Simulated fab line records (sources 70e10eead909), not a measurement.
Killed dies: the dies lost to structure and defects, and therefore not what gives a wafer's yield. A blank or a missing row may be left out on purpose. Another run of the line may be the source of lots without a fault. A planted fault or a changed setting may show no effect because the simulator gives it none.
Chamber matching -- flow nand_harc -- 3 sister chambers for NHARC_A_SGD_CUT_DEP_00 on pecvd-02
The step deposits SiNx, target thk 50 nm. 16 wafers are shown with their chamber, then 8 later ones without.

== WAFERS WITH THEIR CHAMBER ==
wafer,chamber,heater_power_w (W)
L074.3,2,713
L074.4,1,676
L074.6,2,731
L080.1,2,755
L080.2,0,644
L080.3,1,737
L083.2,2,732
L083.4,0,632
L083.6,2,732
L085.1,0,607
L085.2,1,728
L085.4,0,578
L089.2,0,599
L089.3,2,761
L089.6,2,735
L088.1,1,712

SIGNATURES, as means of the wafers listed above
reading,chamber 0,chamber 1,chamber 2,scatter within a chamber
heater_power_w,612.00,713.25,737.00,22.4
Rule: for a wafer and a chamber, the distance is found by dividing, reading by reading, the gap between the wafer's reading and the chamber's mean by the reading's scatter, squaring, summing and taking the root. The wafer belongs to the nearest chamber; if the next one is less than 2 further off, it can't be placed. How the scatter is found: for the shown wafers, subtract from each reading the mean of its chamber, square and add these, divide the total by (wafers less chambers), then take the root.

== WAFERS WITH NO CHAMBER GIVEN ==
wafer,heater_power_w (W)
L088.3,617
L088.5,707
L093.3,687
L093.4,713
L093.5,680
L095.2,743
L095.4,611
L095.6,759

== WHICH CHAMBER EACH ONE RAN IN ==
wafer,from the rows above,in truth
L088.3,0,0
L088.5,can't be placed: 1 or 2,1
L093.3,can't be placed: 1 or 2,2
L093.4,can't be placed: 1 or 2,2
L093.5,can't be placed: 1 or 2 or 0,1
L095.2,can't be placed: 2 or 1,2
L095.4,0,0
L095.6,can't be placed: 2 or 1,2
Placed correctly: 2 of 8. Not placeable from these rows: 6 (in 6, the candidates include the true chamber). Wrongly placed: 0.
